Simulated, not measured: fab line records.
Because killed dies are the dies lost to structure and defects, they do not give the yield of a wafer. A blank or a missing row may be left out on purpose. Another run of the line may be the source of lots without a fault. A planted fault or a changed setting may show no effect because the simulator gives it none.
Which tool was responsible?    flow n5 finfet    11 lots, 33 wafers sampled, at 3 steps of a route of 1938

## WHAT THE GAUGES SHOWED, per wafer
N5_BEOL_M6_OVL_MEAS_29. Usual: V5_OVL typically reads 0.1 nm, with standard deviation 0.65.
lot   measured      on          V5_OVL (nm)     flag
L962  day 8 13:44   overlay-02  1.1 0.9 1.1     
L964  day 9 11:08   overlay-01  -0.9 -1.6 -0.7  
L966  day 9 16:29   overlay-02  0.3 -0.2 0.3    
L967  day 9 16:19   overlay-02  -0.4 -0.4 -1.4  
L969  day 10 14:19  overlay-01  1.0 0.5 0.9     
L971  day 10 22:25  overlay-01  -0.1 -1.0 0.2   
L976  day 12 03:22  overlay-02  -0.5 -1.1 -0.2  
L975  day 12 12:07  overlay-01  0.5 0.0 0.5     
L979  day 12 20:20  overlay-01  0.4 0.1 -0.7    
L981  day 13 06:00  overlay-02  0.0 1.0 -0.5    
L980  day 13 12:08  overlay-02  0.4 0.5 -0.7    

N5_BEOL_M6_INSPECT_30: inspects for defects (brightfield). Usual: raw defect count 439, standard deviation 100.
lot   measured      on                 raw defect count  flag
L962  day 8 13:47   defect inspect-02  407 447 387       
L964  day 9 11:10   defect inspect-02  291 293 292       
L966  day 9 16:32   defect inspect-02  504 330 413       
L967  day 9 16:22   defect inspect-02  444 355 406       
L969  day 10 14:21  defect inspect-01  445 557 479       
L971  day 10 22:29  defect inspect-01  437 341 494       
L976  day 12 03:25  defect inspect-01  504 405 421       
L975  day 12 12:11  defect inspect-01  512 663 761       
L979  day 12 20:24  defect inspect-01  416 505 381       
L981  day 13 06:04  defect inspect-02  475 334 423       
L980  day 13 12:11  defect inspect-02  298 495 457       

## EACH LOT AND THE TOOL THAT RAN IT (in order: tool; ch and the chambers of the sampled wafers; start)
lot   N5_BEOL_M6_HM_OPEN_17
L962  rie metal-01 ch 0,1, day 8 12:14
L964  rie metal-01 ch 0,1, day 9 10:12
L966  rie metal-03 ch 0,1, day 9 13:43
L967  rie metal-02 ch 0,1, day 9 13:53
L969  rie metal-02 ch 0,1, day 10 13:14
L971  rie metal-02 ch 0,1, day 10 20:56
L976  rie metal-01 ch 0,1, day 12 01:56
L975  rie metal-02 ch 0,1, day 12 11:23
L979  rie metal-03 ch 0,1, day 12 19:39
L981  rie metal-01 ch 0,1, day 13 05:21
L980  rie metal-03 ch 0,1, day 13 09:21
- N5_BEOL_M6_HM_OPEN_17: chemistry Cl2/BCl3, target TiN, target depth 20 nm, overetch 6 nm.

## WHAT THE TOOLS THEMSELVES READ (means of the sampled wafers that have a number; where no wafer has one, the mark that the record gives instead)
N5_BEOL_M6_HM_OPEN_17. Usual: bcl3 flow sccm 21.75 sccm, standard deviation 0.062; drypump motor current A 5.9 A, standard deviation 0.39; oes product au 0.62 a.u., standard deviation 0.071; throttle valve pct 22.38 %, standard deviation 0.19.
lot   tool          bcl3 flow sccm (sccm)  drypump motor current A (A)  oes product au (a.u.)  throttle valve pct (%)  flag
L962  rie metal-01  21.77                  5.6                          0.60                   22.18                   
L964  rie metal-01  21.78                  5.3                          0.61                   22.17                   
L966  rie metal-03  21.67                  6.1                          0.70                   22.43                   
L967  rie metal-02  21.76                  6.2                          0.56                   22.58                   
L969  rie metal-02  21.77                  6.1                          0.56                   22.44                   
L971  rie metal-02  21.78                  6.1                          0.56                   22.44                   
L976  rie metal-01  21.75                  5.6                          0.59                   22.20                   
L975  rie metal-02  21.76                  6.1                          0.55                   22.45                   
L979  rie metal-03  21.70                  6.0                          0.71                   22.36                   
L981  rie metal-01  21.70                  5.6                          0.59                   22.20                   
L980  rie metal-03  21.80                  6.1                          0.71                   22.37                   

## THE ANSWER, worked out from the rows above alone
Rule: a lot counts as off when the mean over its wafers that have a number is more than 3 standard deviations away from the usual mean. Also off: a lot with no number at a reading for which 4 or more lots have one. The other lots that the step has rows for count as sound. After the gauges, taken in route order, come the tools' own readings; for these a lot's mean is taken, as printed above. At the first step where some lot is off, the reading lying furthest off is the one used; lots without a number count as furthest.
No lot is off at any reading shown: from this, nothing can be told.

## WHAT THE SIMULATOR HAD INSERTED
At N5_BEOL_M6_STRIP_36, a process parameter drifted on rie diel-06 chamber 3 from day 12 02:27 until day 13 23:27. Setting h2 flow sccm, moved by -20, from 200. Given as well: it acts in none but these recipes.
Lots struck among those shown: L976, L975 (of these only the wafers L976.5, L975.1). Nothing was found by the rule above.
